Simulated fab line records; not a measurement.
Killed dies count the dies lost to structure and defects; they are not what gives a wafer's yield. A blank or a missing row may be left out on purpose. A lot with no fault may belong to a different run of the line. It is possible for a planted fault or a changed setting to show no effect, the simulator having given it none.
fab line records	flow n5Finfet	part 2 of 2: steps 5 to 6 of 6
[record] lots = 24	wafers = 72	lastDay = 19
route steps=1938 shown PMOS_HMC_CHANNEL_EPI@57 FIN_SAQP@127
lots that met no fault: from a run of the same line without faults
startH: hours from the record's first day to the start of the lot's first wafer shown	waitH: hours from the lot's prior step to this one	" as in the row above	L1.1+2: a single row standing in for several wafers	- either no value or no given start	* or withheld: withheld	< > ~ a bound
route shown NAME@n: a module of which the file shows steps, and the number in the route of the first	usual: mean and standard deviation over wafers with no fault	same: alike in all rows	chamber/n: place in a boat	sites: readings site by site	_std_site: the values' standard deviation	_edge_site: the outer-site mean with the inner-site mean subtracted	radiusMm: how far each site lies from the wafer's centre	mask NAME#n: copy n	behind: the last tool/chamber to shape the wafer	hold: reason for holding the lot/hours on hold/outcome of the hold	device: which transistor (n, p or np) failed to switch	end of line: the route-end tests of the same wafers	a step without rows: its recipe alone	killed: at the first sort, the dies lost to defects and structure; wafer yield is something else	map: per-die view of a wafer (x killed, . not killed, _ where there is no die)
set.NAME: setting as actually run; set.NAME@STEP: the setting as run at that earlier step	model.NAME: the simulator's own value behind a step, which no gauge read
steps of the route over a sample of lots; a table a step, a row a wafer
services: when a tool's chamber went out of use (startH, in hours from the record's first day, below 0 if earlier), for how many hours, and the reason
[[steps]]
[step N5_FIN_SAQP_MANDREL1_REMOVE_56]
[recipe] chemistry = HBr/Cl2/O2	btTimeS = 10	target = a-Si	stopOn = SiNx	endpoint = OES-SiCl	overEtchFrac = 1	icpW = 600	biasW = 22	HBr_flow_sccm = 150	Cl2_flow_sccm = 80	O2_flow_sccm = 5	pressureMtorr = 10
[usual] drypumpMotorCurrentA = 5.6/0.53	heBacksideLeakSccm = 2.7/0.34	mfcCl2Sccm = 80.02/0.24	oesProductAu = 0.995/0.013	throttleValvePct = 36.7/0.37
lot.wafer	tool	chamber	startH	waitH	drypumpMotorCurrentA	heBacksideLeakSccm	mfcCl2Sccm	oesProductAu	rfHoursCounterH	throttleValvePct
L074.2	rieSi-01	2	25.40	0.1	5.5	2.9	80.09	1.015	78	36.8
L074.4	"	0	"	"	5.7	2.5	79.96	0.984	112	36.3
L074.5	"	3	"	"	5.5	2.4	80.24	1.011	-	36.3
L075.1	rieSi-01	2	37.03	0.1	5.5	3.0	79.42	0.995	78	36.8
L075.3	"	0	"	"	5.7	2.5	79.98	0.979	113	36.3
L075.5	"	3	"	"	5.5	2.5	80.33	1.009	-	36.3
L076.1	rieSi-05	2	39.40	0.1	5.2	2.5	80.29	0.992	34	36.7
L076.2	"	1	"	"	6.6	2.5	80.57	1.000	7	36.4
L076.6	"	2	"	"	5.2	2.5	80.39	1.002	-	36.7
L077.2	rieSi-01	3	43.13	0.1	5.5	2.6	79.90	1.013	8	36.3
L077.3	"	2	"	"	5.5	3.1	79.77	0.999	78	36.8
L077.4	"	1	"	"	4.8	2.8	80.30	0.975	104	37.3
L078.1	rieSi-05	0	49.04	0.1	5.1	2.6	79.86	0.979	38	36.6
L078.2	"	1	"	"	6.6	2.3	80.09	0.994	7	36.4
L078.6	"	2	"	"	5.2	2.4	80.02	0.996	-	36.7
L079.3	rieSi-04	3	54.45	0.1	5.9	3.2	80.00	0.993	91	36.8
L079.4	"	0	"	"	6.0	2.4	79.91	0.981	89	36.4
L079.6	"	3	"	"	5.9	3.3	79.63	0.993	-	36.8
L080.1	rieSi-05	0	59.76	0.1	5.1	2.6	80.06	0.983	38	36.6
L080.2	"	1	"	"	6.6	2.4	79.79	1.015	7	36.4
L080.6	"	2	"	"	5.2	2.5	80.02	1.002	-	36.7
L081.2	rieSi-05	2	65.64	0.1	5.2	2.4	80.21	1.006	35	36.7
L081.3	"	0	"	"	5.1	2.6	79.98	0.978	38	36.6
L081.5	"	2	"	"	5.2	2.3	80.13	0.992	-	36.7
L082.2	rieSi-04	3	71.77	0.1	5.9	3.3	80.07	0.994	91	36.8
L082.5	"	0	"	"	5.9	2.4	79.67	0.984	-	36.4
L082.6	"	3	"	"	5.9	3.3	80.30	0.989	-	36.8
L083.1	rieSi-04	0	77.61	0.1	6.0	2.2	80.15	0.984	89	36.4
L083.2	"	1	"	"	5.6	2.7	80.10	0.991	187	36.9
L083.3	"	2	"	"	5.3	3.0	80.19	0.987	79	36.5
L084.1	rieSi-04	3	86.24	0.1	5.9	3.1	79.67	0.993	92	36.8
L084.3	"	0	"	"	5.9	2.5	79.88	0.976	89	36.4
L084.6	"	0	"	"	5.9	2.4	80.13	0.981	-	36.4
L085.1	rieSi-04	0	94.55	0.1	5.9	2.4	79.82	0.981	90	36.3
L085.2	"	1	"	"	5.6	2.9	79.71	0.993	187	36.9
L085.6	"	1	"	"	5.6	2.9	79.98	1.002	-	36.8
L086.4	rieSi-05	2	97.85	0.1	5.2	2.5	79.85	1.011	35	36.7
L086.5	"	1	"	"	6.6	2.4	80.66	1.011	-	36.4
L086.6	"	2	"	"	5.2	2.4	79.94	1.003	-	36.7
L087.1	rieSi-01	1	103.07	0.1	4.8	2.8	79.39	0.985	105	37.3
L087.3	"	3	"	"	5.5	2.5	79.82	1.007	9	36.3
L087.5	"	1	"	"	4.8	2.6	79.53	0.981	-	37.3
L088.2	rieSi-05	3	109.74	0.1	6.6	2.9	79.65	0.993	136	37.5
L088.3	"	1	"	"	6.6	2.4	79.84	0.997	8	36.4
L088.6	"	1	"	"	6.5	2.5	79.83	1.008	-	36.4
L089.3	rieSi-01	3	114.76	0.1	5.5	2.6	79.88	1.014	9	36.3
L089.4	"	2	"	"	5.5	3.0	80.21	1.027	80	36.8
L089.6	"	3	"	"	5.5	2.6	79.79	1.011	-	36.3
L090.1	rieSi-01	2	120.95	0.1	5.5	3.0	80.49	1.031	80	36.8
L090.4	"	1	"	"	4.8	2.6	79.89	0.984	105	37.3
L090.6	"	0	"	"	5.7	2.3	79.62	0.994	-	36.3
L091.1	rieSi-05	1	126.58	0.1	6.6	2.2	79.91	0.995	8	36.4
L091.3	"	0	"	"	5.1	2.4	80.41	0.981	39	36.6
L091.4	"	3	"	"	6.6	2.8	80.13	0.999	136	37.5
L092.1	rieSi-05	0	131.60	0.1	5.1	2.5	80.08	0.980	40	36.6
L092.4	"	3	"	"	6.5	2.8	79.94	1.002	136	37.5
L092.5	"	3	"	"	6.6	2.9	79.84	1.015	-	37.5
L093.1	rieSi-05	2	137.83	0.1	5.2	2.3	80.25	1.002	36	36.7
L093.4	"	0	"	"	5.1	2.6	79.85	0.982	40	36.6
L093.5	"	1	"	"	6.6	2.4	79.96	0.986	-	36.4
L094.2	rieSi-01	2	145.68	0.1	5.5	3.0	79.95	1.010	80	36.8
L094.5	"	1	"	"	4.8	2.8	80.07	0.975	-	37.3
L094.6	"	0	"	"	5.7	2.4	80.27	0.994	-	36.3
L095.1	rieSi-01	1	152.33	0.1	4.8	2.6	80.04	0.971	106	37.3
L095.3	"	0	"	"	5.7	2.5	80.17	0.987	115	36.3
L095.4	"	2	"	"	5.5	3.0	79.75	1.011	80	36.8
L096.4	rieSi-01	1	157.31	0.1	4.8	2.6	80.33	0.969	106	37.3
L096.5	"	2	"	"	5.5	2.9	79.93	1.017	-	36.8
L096.6	"	3	"	"	5.5	2.5	79.92	1.003	-	36.3
L097.1	rieSi-04	1	162.80	0.1	5.6	2.8	80.08	0.982	189	36.8
L097.2	"	2	"	"	5.3	2.9	80.22	0.983	81	36.5
L097.5	"	3	"	"	5.9	3.1	80.25	0.993	-	36.8
[step N5_FIN_SAQP_ETCH_65]
[recipe] chemistry = CF4	target = SiO2	targetDepthA = 40	ionEnergyEv = 350	timeS = 4.4	pressureMtorr = 10	icpW = 800	biasW = 400	cf4FlowSccm = 80
[usual] drypumpMotorCurrentA = 5.6/0.43	heBacksideLeakSccm = 2.8/0.5	oesProductAu = 1.000/0.021	throttleValvePct = 21.90/0.22
lot.wafer	tool	chamber	startH	waitH	drypumpMotorCurrentA	heBacksideLeakSccm	oesProductAu	rfHoursCounterH	throttleValvePct
L074.2	rieSi-05	2	25.69	0.1	5.2	2.3	0.974	34	21.85
L074.4	"	0	"	"	5.1	2.5	0.962	38	22.06
L074.5	"	0	"	"	5.1	4.7	0.964	-	22.05
L075.1	rieSi-04	0	37.35	0.1	5.9	2.5	0.970	88	21.92
L075.3	"	2	"	"	5.4	3.3	1.034	78	21.96
L075.5	"	0	"	"	5.9	2.4	0.989	-	21.90
L076.1	rieSi-01	0	39.78	0.1	5.6	2.3	1.021	113	21.83
L076.2	"	3	"	"	5.5	2.6	1.023	8	21.51
L076.6	"	0	"	"	5.7	2.3	1.023	-	21.82
L077.2	rieSi-05	3	43.47	0.1	6.5	3.5	0.976	134	22.04
L077.3	"	0	"	"	5.1	2.6	0.964	38	22.06
L077.4	"	1	"	"	6.6	2.6	1.010	7	21.62
L078.1	rieSi-04	0	49.31	0.1	5.9	2.5	0.976	89	21.90
L078.2	"	2	"	"	5.3	3.0	1.022	79	21.99
L078.6	"	3	"	"	5.9	3.2	0.984	-	22.08
L079.3	rieSi-01	1	54.84	0.1	4.8	2.6	0.981	104	22.12
L079.4	"	3	"	"	5.5	2.5	1.028	8	21.50
L079.6	"	0	"	"	5.7	2.4	1.017	-	21.80
L080.1	rieSi-04	0	60.02	0.1	6.0	2.4	0.976	89	21.93
L080.2	"	2	"	"	5.3	2.9	1.024	79	21.98
L080.6	"	1	"	"	5.6	2.6	1.013	-	22.16
L081.2	rieSi-04	0	65.91	0.1	6.0	2.5	0.977	89	21.90
L081.3	"	2	"	"	5.3	3.0	1.026	79	21.99
L081.5	"	2	"	"	5.3	2.9	1.011	-	21.97
L082.2	rieSi-01	0	72.04	0.1	5.7	2.4	1.020	113	21.81
L082.5	"	3	"	"	5.5	2.6	1.022	-	21.51
L082.6	"	0	"	"	5.6	2.4	1.019	-	21.81
L083.1	rieSi-01	0	77.88	0.1	5.7	2.5	1.009	113	21.80
L083.2	"	1	"	"	4.8	2.6	0.970	104	22.12
L083.3	"	3	"	"	5.5	2.5	1.023	8	21.52
L084.1	rieSi-01	2	86.51	0.1	5.5	3.0	1.016	79	21.60
L084.3	"	1	"	"	4.8	2.7	0.982	104	22.11
L084.6	"	3	"	"	5.5	2.6	1.032	-	21.50
L085.1	rieSi-01	1	95.03	0.1	4.8	2.6	0.963	104	22.10
L085.2	"	2	"	"	5.5	2.9	1.020	79	21.58
L085.6	"	3	"	"	5.5	2.6	1.022	-	21.50
L086.4	rieSi-01	3	98.11	0.0	5.5	2.6	1.024	9	21.53
L086.5	"	3	"	"	5.5	2.6	1.022	-	21.53
L086.6	"	2	"	"	5.5	3.0	1.018	-	21.58
L087.1	rieSi-05	2	103.33	0.1	5.2	2.4	0.993	35	21.86
L087.3	"	3	"	"	6.5	2.9	0.984	135	22.03
L087.5	"	0	"	"	5.1	2.4	0.958	-	22.05
L088.2	rieSi-01	2	110.01	0.1	5.5	3.0	1.014	79	21.58
L088.3	"	0	"	"	5.6	2.5	1.020	114	21.81
L088.6	"	1	"	"	4.8	2.6	0.973	-	22.11
L089.3	rieSi-05	2	115.03	0.1	5.2	2.4	0.992	35	21.86
L089.4	"	3	"	"	6.6	2.9	0.988	136	22.05
L089.6	"	2	"	"	5.2	2.4	0.978	-	21.86
L090.1	rieSi-04	2	121.22	0.1	5.3	3.0	1.014	80	21.97
L090.4	"	0	"	"	6.0	2.3	0.974	90	21.93
L090.6	"	2	"	"	5.3	2.9	1.007	-	21.97
L091.1	rieSi-04	0	126.84	0.1	6.0	2.5	0.989	90	21.91
L091.3	"	2	"	"	5.3	2.9	1.023	80	21.99
L091.4	"	3	"	"	5.9	3.1	0.990	92	22.08
L092.1	rieSi-01	0	131.87	0.1	5.6	2.4	1.011	114	21.82
L092.4	"	3	"	"	5.5	2.7	1.026	9	21.50
L092.5	"	3	"	"	5.5	2.7	1.016	-	21.50
L093.1	rieSi-04	2	138.42	0.1	5.3	3.1	1.021	80	21.98
L093.4	"	3	"	"	5.9	3.2	0.998	92	22.06
L093.5	"	1	"	"	5.5	2.8	1.012	-	22.15
L094.2	rieSi-04	3	146.00	0.1	5.9	3.2	0.983	93	22.09
L094.5	"	2	"	"	5.3	2.9	1.019	-	21.97
L094.6	"	1	"	"	5.6	2.8	1.001	-	22.15
L095.1	rieSi-04	2	152.59	0.1	5.3	3.0	1.026	81	21.98
L095.3	"	0	"	"	6.0	2.5	0.986	91	21.93
L095.4	"	3	"	"	5.9	3.1	0.992	93	22.07
L096.4	rieSi-04	3	157.59	0.1	5.9	3.2	0.996	-	22.07
L096.5	"	1	"	"	5.6	2.7	1.014	-	22.16
L096.6	"	0	"	"	6.0	2.6	0.979	-	21.91
L097.1	rieSi-01	1	163.07	0.1	4.8	2.5	0.959	106	22.12
L097.2	"	0	"	"	5.7	2.2	0.990	115	21.83
L097.5	"	0	"	"	5.6	2.2	1.007	-	21.82
[[services]]
tool	chamber	startH	hours	kind
rieDiel-04	-	-2.73	2.8	pm
pecvd-04	-	3.66	3.6	repair
rieSi-01	0	9.35	3.3	repair
cmp-04	-	23.58	16.7	pm
cmp-04	-	45.54	1.8	repair
cmp-04	-	47.48	0.2	repair
cmp-04	-	50.13	3.7	repair
pecvd-02	-	51.57	5.0	repair
pecvd-03	0	54.44	9.2	repair
cmp-04	-	56.75	0.5	repair
pecvd-04	2	59.76	10.3	repair
rieDiel-04	0	61.47	8.6	repair
rieSi-01	2	62.19	3.2	repair
pecvd-02	2	69.67	17.4	repair
rieDiel-04	2	79.75	5.4	repair
pecvd-02	-	81.23	0.8	repair
pecvd-03	2	83.11	5.5	repair
rieSi-01	-	91.77	2.8	pm
rieSi-01	-	109.65	0.2	repair
rieSi-01	3	121.06	7.8	repair
rieDiel-02	0	137.14	1.7	repair
cmp-02	-	139.49	4.0	pm
cmp-02	-	143.49	11.0	pm
rieSi-04	2	155.56	7.1	repair
